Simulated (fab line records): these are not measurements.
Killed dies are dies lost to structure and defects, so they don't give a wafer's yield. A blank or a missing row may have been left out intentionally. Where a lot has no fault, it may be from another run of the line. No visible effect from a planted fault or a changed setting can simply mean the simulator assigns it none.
What tool caused it? | flow nand_harc | 14 lots with 42 wafers sampled at 4 steps, on a route of 1302 steps

== WHAT EACH GAUGE READ, for each wafer ==
NHARC_P_BONDPAD_THK_MEAS_20: measures by xrf. Usual: 160.7 nm for thk_nm, sd 1.9.
lot  | measured     | on            | thk_nm (nm)       | flag
L897 | day 6 21:02  | film_metro-01 | 160.6 162.6 161.3 |
L901 | day 8 17:53  | film_metro-02 | 155.7 160.6 160.5 |
L903 | day 9 02:59  | film_metro-02 | 160.6 162.0 163.6 |
L909 | day 11 14:59 | film_metro-01 | 160.3 164.7 163.6 |
L912 | day 12 15:25 | film_metro-02 | 161.4 161.2 159.0 |
L911 | day 12 16:13 | film_metro-02 | 159.3 159.4 162.1 |
L910 | day 12 18:46 | film_metro-02 | 161.7 162.1 161.1 |
L913 | day 13 12:09 | film_metro-02 | 162.1 160.9 159.7 |
L914 | day 13 19:43 | film_metro-01 | 158.1 162.8 159.0 |
L915 | day 14 02:40 | film_metro-02 | 156.4 161.0 163.2 |
L918 | day 15 06:55 | film_metro-02 | 162.5 163.4 162.2 |
L917 | day 15 07:22 | film_metro-01 | 160.0 158.5 160.1 |
L919 | day 15 23:29 | film_metro-02 | 159.4 159.5 162.6 |
L920 | day 16 04:41 | film_metro-01 | 160.0 158.5 163.2 |

NHARC_A_ONON_D1_THK_MEAS_02: measures by ellipsometry. Usual: 1001 nm for thk_nm, sd 10.
lot  | measured     | on            | thk_nm (nm)    | flag
L897 | day 7 20:30  | film_metro-01 | 997 999 1000   |
L901 | day 9 17:53  | film_metro-02 | 682 987 681    | OFF
L903 | day 10 02:28 | film_metro-01 | 694 1001 1001  | OFF
L909 | day 12 16:04 | film_metro-01 | 994 995 995    |
L912 | day 13 14:20 | film_metro-02 | 996 996 997    |
L911 | day 13 14:23 | film_metro-01 | 999 999 1000   |
L910 | day 13 18:47 | film_metro-01 | 995 994 998    |
L913 | day 14 12:13 | film_metro-01 | 1003 1002 1003 |
L914 | day 14 20:37 | film_metro-02 | 985 989 988    |
L915 | day 15 04:25 | film_metro-02 | 1028 1029 1031 |
L918 | day 16 07:34 | film_metro-02 | 1010 1012 1012 |
L917 | day 16 07:37 | film_metro-01 | 1000 1001 998  |
L919 | day 16 23:30 | film_metro-01 | 1005 1003 1003 |
L920 | day 17 05:19 | film_metro-02 | 995 993 994    |

== WHICH TOOL RAN EACH LOT (tool, then ch and the chambers of the sampled wafers, then the start) ==
lot  | NHARC_A_ZERO_WELL_ETCH_19          | NHARC_A_ONON_D1_DEP_00
L897 | rie_diel-04 ch 1,2,3, day 6 22:47  | pecvd_onon-01 ch 0, day 7 20:02
L901 | rie_diel-09 ch 0,1, day 8 19:46    | pecvd_onon-01 ch 0, day 9 17:22
L903 | rie_diel-04 ch 0,1,2, day 9 04:50  | pecvd_onon-01 ch 0, day 10 02:01
L909 | rie_diel-08 ch 0,1,3, day 11 16:43 | pecvd_onon-02 ch 0, day 12 15:34
L912 | rie_diel-09 ch 2,3, day 12 17:11   | pecvd_onon-01 ch 0, day 13 13:57
L911 | rie_diel-04 ch 1,2,3, day 12 18:01 | pecvd_onon-04 ch 0, day 13 14:00
L910 | rie_diel-08 ch 1,3, day 12 20:34   | pecvd_onon-01 ch 0, day 13 18:17
L913 | rie_diel-04 ch 0,1,3, day 13 13:48 | pecvd_onon-01 ch 0, day 14 11:52
L914 | rie_diel-04 ch 1,3, day 13 21:36   | pecvd_onon-01 ch 0, day 14 20:06
L915 | rie_diel-04 ch 0,1, day 14 04:26   | pecvd_onon-01 ch 0, day 15 03:58
L918 | rie_diel-04 ch 0,3, day 15 08:39   | pecvd_onon-01 ch 0, day 16 07:03
L917 | rie_diel-04 ch 0,2,3, day 15 09:07 | pecvd_onon-04 ch 0, day 16 07:06
L919 | rie_diel-09 ch 1,3, day 16 01:17   | pecvd_onon-04 ch 0, day 16 22:59
L920 | rie_diel-08 ch 0,1,2, day 16 06:26 | pecvd_onon-04 ch 0, day 17 04:52
- NHARC_A_ZERO_WELL_ETCH_19: etches the open film in N2/H2, target depth 80 nm, overetch 24 nm, time 87.88 s.
- NHARC_A_ONON_D1_DEP_00: target thk 1000 nm.

== AS READ BY THE TOOLS THEMSELVES (means over the sampled wafers that have a number; for cases with no such wafer, the mark the record gives instead) ==
NHARC_A_ZERO_WELL_ETCH_19. Usual: drypump_motor_current_A 5.7 A, standard deviation 0.46; oes_product_au 1.002 a.u., standard deviation 0.01; rf_vpp_V 431.5 V, standard deviation 2.1; showerhead_plenum_p_Torr 2.08 Torr, standard deviation 0.066; throttle_valve_pct 14.173 %, standard deviation 0.0087.
lot  | tool        | drypump_motor_current_A (A) | oes_product_au (a.u.) | rf_vpp_V (V) | showerhead_plenum_p_Torr (Torr) | throttle_valve_pct (%) | flag
L897 | rie_diel-04 | 5.7                         | 1.003                 | 432.0        | 2.10                            | 14.166                 |
L901 | rie_diel-09 | 5.6                         | 1.003                 | 431.9        | 2.08                            | 14.173                 |
L903 | rie_diel-04 | 5.8                         | 1.004                 | 432.2        | 2.09                            | 14.175                 |
L909 | rie_diel-08 | 5.7                         | 1.002                 | 430.0        | 2.03                            | 14.167                 |
L912 | rie_diel-09 | 5.5                         | 1.012                 | 428.6        | 1.98                            | 14.177                 |
L911 | rie_diel-04 | 5.8                         | 1.003                 | 432.8        | 2.10                            | 14.170                 |
L910 | rie_diel-08 | 5.9                         | 1.000                 | 430.2        | 2.03                            | 14.176                 |
L913 | rie_diel-04 | 5.9                         | 0.988                 | 432.2        | 2.08                            | 14.172                 |
L914 | rie_diel-04 | 6.1                         | 0.990                 | 431.4        | 2.07                            | 14.168                 |
L915 | rie_diel-04 | 6.1                         | 0.994                 | 431.2        | 2.06                            | 14.177                 |
L918 | rie_diel-04 | 5.6                         | 1.004                 | 432.5        | 2.11                            | 14.173                 |
L917 | rie_diel-04 | 5.5                         | 0.994                 | 432.3        | 2.11                            | 14.166                 |
L919 | rie_diel-09 | 5.5                         | 1.007                 | 430.3        | 2.04                            | 14.166                 |
L920 | rie_diel-08 | 6.0                         | 1.009                 | 429.5        | 2.02                            | 14.175                 |

== THE ANSWER, worked out from the rows above alone ==
Rule: a lot is off if the mean of its wafers that have a number lies more than 3 standard deviations from the usual mean. Also off: a lot with no number at a reading for which 4 or more lots have one. The other lots that the step has rows for count as sound. After the gauges, taken in route order, come the tools' own readings; for these a lot's mean is taken, as printed above. The first step at which some lot is off is used, and at that step the reading that is off furthest; a lot without a number counts as furthest.
Off, at NHARC_A_ONON_D1_THK_MEAS_02 on thk_nm: L901, L903.
A tool fits if, at a process step before that reading, it ran every lot that is off, and no sound lot after the first of them. Those tools and the gauges at NHARC_A_ONON_D1_THK_MEAS_02 are tried in the same way. None of those tried fits.

== WHAT THE SIMULATOR PUT IN ==
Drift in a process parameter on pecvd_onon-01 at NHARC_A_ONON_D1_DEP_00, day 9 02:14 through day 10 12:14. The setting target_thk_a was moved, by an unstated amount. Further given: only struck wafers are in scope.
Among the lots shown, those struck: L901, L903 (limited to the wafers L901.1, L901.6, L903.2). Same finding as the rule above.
